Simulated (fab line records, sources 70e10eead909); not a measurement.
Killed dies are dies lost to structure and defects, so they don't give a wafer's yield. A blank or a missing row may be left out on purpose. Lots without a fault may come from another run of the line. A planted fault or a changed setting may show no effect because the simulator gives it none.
Chamber matching | flow nand_harc | NHARC_A_CHANNEL_HOLE_D2_ETCH_44 on rie_diel-08: 4 sister chambers
The step etches the open film in CF4/O2, target depth 140 nm, overetch 14 nm, time 77 s. 30 wafers are shown with their chamber, then 12 later ones without.

WAFERS WITH THEIR CHAMBER
wafer  | chamber | showerhead_plenum_p_Torr (Torr) | rf_vpp_V (V) | oes_product_au (a.u.)
L075.1 | 0       | 1.29                            | 197.3        | 1.012
L075.2 | 1       | 1.32                            | 198.4        | 1.027
L075.6 | 1       | 1.32                            | 198.2        | 1.013
L077.1 | 0       | 1.29                            | 195.7        | 1.005
L077.3 | 3       | 1.40                            | 197.8        | 1.006
L077.6 | 0       | 1.29                            | 195.6        | 1.007
L078.3 | 1       | 1.32                            | 197.3        | 1.019
L078.4 | 2       | 1.26                            | 196.8        | 1.014
L078.6 | 1       | 1.32                            | 197.8        | 1.017
L080.3 | 2       | 1.26                            | 197.1        | 0.995
L080.4 | 0       | 1.29                            | 197.7        | 1.002
L080.5 | 1       | 1.32                            | 197.9        | 1.024
L085.2 | 1       | 1.32                            | 197.9        | 0.996
L085.5 | 1       | 1.31                            | 196.5        | 0.998
L085.6 | 2       | 1.26                            | 196.7        | 1.021
L084.2 | 0       | 1.29                            | 196.8        | 0.988
L084.3 | 1       | 1.32                            | 198.3        | 0.996
L084.5 | 1       | 1.32                            | 197.6        | 0.999
L087.1 | 1       | 1.31                            | 196.6        | 1.002
L087.2 | 0       | 1.29                            | 197.7        | 0.992
L087.5 | 1       | 1.31                            | 196.8        | 1.009
L090.1 | 0       | 1.29                            | 196.9        | 0.989
L090.3 | 3       | 1.39                            | 199.3        | 1.004
L090.6 | 2       | 1.26                            | 195.7        | 1.016
L091.1 | 3       | 1.39                            | 198.3        | 1.014
L091.2 | 2       | 1.26                            | 197.0        | 1.012
L091.5 | 2       | 1.26                            | 196.8        | 1.013
L093.1 | 0       | 1.29                            | 197.6        | 0.988
L093.3 | 1       | 1.31                            | 197.5        | 1.009
L093.6 | 0       | 1.29                            | 196.8        | 0.992

SIGNATURES (means of the wafers above)
reading                  | chamber 0 | chamber 1 | chamber 2 | chamber 3 | scatter within a chamber
showerhead_plenum_p_Torr | 1.2900    | 1.3167    | 1.2600    | 1.3933    | 0.00358
rf_vpp_V                 | 196.900   | 197.567   | 196.683   | 198.467   | 0.684
oes_product_au           | 0.99722   | 1.00908   | 1.01183   | 1.00800   | 0.00975
Rule: a wafer's distance from a chamber is the root of the sum, over the readings, of the square of ((its reading less the chamber's mean) divided by the reading's scatter). The wafer belongs to the nearest chamber; if the next one is less than 2 further off, it can't be placed. The scatter: the root of (the sum of the squares of (reading less its chamber's mean) over the shown wafers, divided by (wafers less chambers)).

WAFERS WITHOUT THEIR CHAMBER
wafer  | showerhead_plenum_p_Torr (Torr) | rf_vpp_V (V) | oes_product_au (a.u.)
L092.1 | 1.29                            | 197.8        | 0.993
L092.3 | 1.26                            | 195.8        | 1.022
L092.6 | 1.29                            | 197.9        | 0.992
L095.1 | 1.26                            | 197.0        | 1.030
L095.3 | 1.39                            | 196.5        | 1.019
L095.6 | 1.31                            | 198.3        | 1.020
L096.2 | 1.29                            | 197.0        | 0.982
L096.4 | 1.39                            | 199.3        | 1.008
L096.6 | 1.29                            | 197.4        | 0.986
L097.1 | 1.39                            | 200.3        | 1.006
L097.3 | 1.31                            | 196.4        | 1.014
L097.5 | 1.29                            | 196.0        | 0.992

WHICH CHAMBER EACH WENT THROUGH
wafer  | from the rows above | in truth
L092.1 | 0                   | 0
L092.3 | 2                   | 2
L092.6 | 0                   | 0
L095.1 | 2                   | 2
L095.3 | 3                   | 3
L095.6 | 1                   | 1
L096.2 | 0                   | 0
L096.4 | 3                   | 3
L096.6 | 0                   | 0
L097.1 | 3                   | 3
L097.3 | 1                   | 1
L097.5 | 0                   | 0
Placed correctly: 12 of 12. Can't be placed from these rows: 0. Placed wrongly: 0.
